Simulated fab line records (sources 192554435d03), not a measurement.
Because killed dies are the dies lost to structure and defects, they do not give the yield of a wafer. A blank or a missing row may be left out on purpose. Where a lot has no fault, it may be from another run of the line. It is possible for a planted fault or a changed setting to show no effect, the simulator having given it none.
Which tool did it? || flow n5-finfet || 10 lots, 30 wafers sampled, at 3 steps of a route of 1938

== WHAT THE GAUGES READ, wafer by wafer ==
N5_SD_EPI_N_INSPECT_11: inspects for defects (macro).
{"lot": "L075", "measured": "day 3 06:34", "on": "defect-inspect-01", "raw-defect-count": "1 0 0"}
{"lot": "L077", "measured": "day 3 18:40", "on": "defect-inspect-01", "raw-defect-count": "3 2 3"}
{"lot": "L080", "measured": "day 4 11:02", "on": "defect-inspect-01", "raw-defect-count": "1 4 4"}
{"lot": "L082", "measured": "day 5 04:19", "on": "defect-inspect-02", "raw-defect-count": "2 4 3"}
{"lot": "L084", "measured": "day 5 13:04", "on": "defect-inspect-01", "raw-defect-count": "0 4 5"}
{"lot": "L086", "measured": "day 6 04:26", "on": "defect-inspect-02", "raw-defect-count": "3 4 0"}
{"lot": "L088", "measured": "day 6 14:14", "on": "defect-inspect-01", "raw-defect-count": "2 2 1"}
{"lot": "L090", "measured": "day 7 00:45", "on": "defect-inspect-01", "raw-defect-count": "0 5 2"}
{"lot": "L092", "measured": "day 7 12:43", "on": "defect-inspect-01", "raw-defect-count": "1 0 2"}
{"lot": "L094", "measured": "day 8 00:07", "on": "defect-inspect-02", "raw-defect-count": "0 2 1"}

== TOOL THAT RAN EACH LOT (tool first, then ch and the chambers of the sampled wafers, then the start) ==
{"lot": "L075", "N5_DUMMY_GATE_ETCH_29": "rie-diel-03 ch 2,3, day 3 04:22", "N5_DUMMY_GATE_HM_OPEN_21": "rie-diel-06 ch 0,3, day 3 05:00"}
{"lot": "L077", "N5_DUMMY_GATE_ETCH_29": "rie-diel-05 ch 0,1, day 3 16:23", "N5_DUMMY_GATE_HM_OPEN_21": "rie-diel-03 ch 0,2,3, day 3 16:49"}
{"lot": "L080", "N5_DUMMY_GATE_ETCH_29": "rie-diel-05 ch 0,2,3, day 4 09:01", "N5_DUMMY_GATE_HM_OPEN_21": "rie-diel-05 ch 0,1,3, day 4 09:28"}
{"lot": "L082", "N5_DUMMY_GATE_ETCH_29": "rie-diel-03 ch 0,1,2, day 5 01:45", "N5_DUMMY_GATE_HM_OPEN_21": "rie-diel-03 ch 0,1,3, day 5 02:11"}
{"lot": "L084", "N5_DUMMY_GATE_ETCH_29": "rie-diel-06 ch 0,3, day 5 10:45", "N5_DUMMY_GATE_HM_OPEN_21": "rie-diel-03 ch 0,1,2, day 5 11:12"}
{"lot": "L086", "N5_DUMMY_GATE_ETCH_29": "rie-diel-03 ch 0,2,3, day 6 02:20", "N5_DUMMY_GATE_HM_OPEN_21": "rie-diel-05 ch 0,1,2, day 6 02:48"}
{"lot": "L088", "N5_DUMMY_GATE_ETCH_29": "rie-diel-05 ch 0,1,2, day 6 12:13", "N5_DUMMY_GATE_HM_OPEN_21": "rie-diel-03 ch 0,2, day 6 12:40"}
{"lot": "L090", "N5_DUMMY_GATE_ETCH_29": "rie-diel-06 ch 1,2, day 6 22:24", "N5_DUMMY_GATE_HM_OPEN_21": "rie-diel-06 ch 0,1,2, day 6 22:50"}
{"lot": "L092", "N5_DUMMY_GATE_ETCH_29": "rie-diel-06 ch 0,1, day 7 10:42", "N5_DUMMY_GATE_HM_OPEN_21": "rie-diel-05 ch 2,3, day 7 11:09"}
{"lot": "L094", "N5_DUMMY_GATE_ETCH_29": "rie-diel-05 ch 0,1,2, day 7 21:07", "N5_DUMMY_GATE_HM_OPEN_21": "rie-diel-03 ch 0,2,3, day 7 21:33"}
- N5_DUMMY_GATE_ETCH_29: etches underlayer in N2/H2, target depth 13 nm.
- N5_DUMMY_GATE_HM_OPEN_21: chemistry CH3F/O2, target SiNx, target depth 120 nm, time 171.4 s.

== THE ANSWER, worked out from the rows above alone ==
Rule: the lots themselves supply what counts as usual. The widest of any qualifying gaps counts: lots, ordered by their means at a reading, are off when they make up no more than a third of the lots, leave a main group of 4 or more, and stand apart from it by 3 or more times the standard deviation of that group's means. If all means in a main group match to the digits the tables above print for the reading, that group is not used. A lot without any number at a reading at which 4 lots or more have one is off too. Any other lot the step has rows for is counted as sound.
No lot is off at any reading shown: from this, nothing can be told.

== WHAT THE SIMULATOR HAD PUT IN ==
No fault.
